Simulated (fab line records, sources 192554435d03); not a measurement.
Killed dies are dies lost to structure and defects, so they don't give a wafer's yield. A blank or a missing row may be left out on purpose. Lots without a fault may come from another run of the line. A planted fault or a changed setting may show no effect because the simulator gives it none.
Chamber matching | flow n5_finfet | N5_BEOL_M1_STRIP_19 on rie_diel-04: 4 sister chambers
The step strips in O2. 14 wafers are shown with their chamber, then 7 later ones without.

WAFERS WITH THEIR CHAMBER
wafer  | chamber | drypump_motor_current_A (A) | showerhead_plenum_p_Torr (Torr) | throttle_valve_pct (%)
L075.3 | 0       | 5.5                         | 2.23                            | 16.46
L075.5 | 1       | 6.2                         | 2.10                            | 16.83
L075.6 | 2       | 6.5                         | 2.09                            | 16.63
L077.2 | 2       | 6.5                         | 2.09                            | 16.61
L077.4 | 0       | 5.4                         | 2.23                            | 16.46
L077.5 | 0       | 5.5                         | 2.23                            | 16.48
L087.3 | 0       | 5.4                         | 2.22                            | 16.51
L087.5 | 3       | 6.5                         | 2.09                            | 16.69
L087.6 | 2       | 6.5                         | 2.08                            | 16.67
L089.3 | 3       | 6.5                         | 2.09                            | 16.69
L089.5 | 2       | 6.5                         | 2.08                            | 16.67
L089.6 | 3       | 6.5                         | 2.09                            | 16.70
L092.1 | 1       | 6.2                         | 2.09                            | 16.89
L092.2 | 0       | 5.4                         | 2.22                            | 16.53

SIGNATURES (means of the wafers above)
reading                  | chamber 0 | chamber 1 | chamber 2 | chamber 3 | scatter within a chamber
drypump_motor_current_A  | 5.440     | 6.200     | 6.500     | 6.500     | 0.0346
showerhead_plenum_p_Torr | 2.2260    | 2.0950    | 2.0850    | 2.0900    | 0.0052
throttle_valve_pct       | 16.4880   | 16.8600   | 16.6450   | 16.6933   | 0.0291
Rule: a wafer's distance from a chamber is the root of the sum, over the readings, of the square of ((its reading less the chamber's mean) divided by the reading's scatter). The wafer belongs to the nearest chamber; if the next one is less than 2 further off, it can't be placed. The scatter: the root of (the sum of the squares of (reading less its chamber's mean) over the shown wafers, divided by (wafers less chambers)).

WAFERS WITHOUT THEIR CHAMBER
wafer  | drypump_motor_current_A (A) | showerhead_plenum_p_Torr (Torr) | throttle_valve_pct (%)
L092.6 | 6.5                         | 2.08                            | 16.68
L097.2 | 6.2                         | 2.09                            | 16.91
L097.5 | 6.5                         | 2.08                            | 16.69
L097.6 | 6.2                         | 2.09                            | 16.89
L096.1 | 6.5                         | 2.08                            | 16.70
L096.5 | 5.5                         | 2.22                            | 16.54
L096.6 | 6.2                         | 2.09                            | 16.91

WHICH CHAMBER EACH WENT THROUGH
wafer  | from the rows above     | in truth
L092.6 | can't be placed: 2 or 3 | 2
L097.2 | 1                       | 1
L097.5 | can't be placed: 2 or 3 | 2
L097.6 | 1                       | 1
L096.1 | can't be placed: 3 or 2 | 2
L096.5 | 0                       | 0
L096.6 | 1                       | 1
Placed correctly: 4 of 7. Can't be placed from these rows: 3 (the true chamber is among the candidates in 3). Placed wrongly: 0.
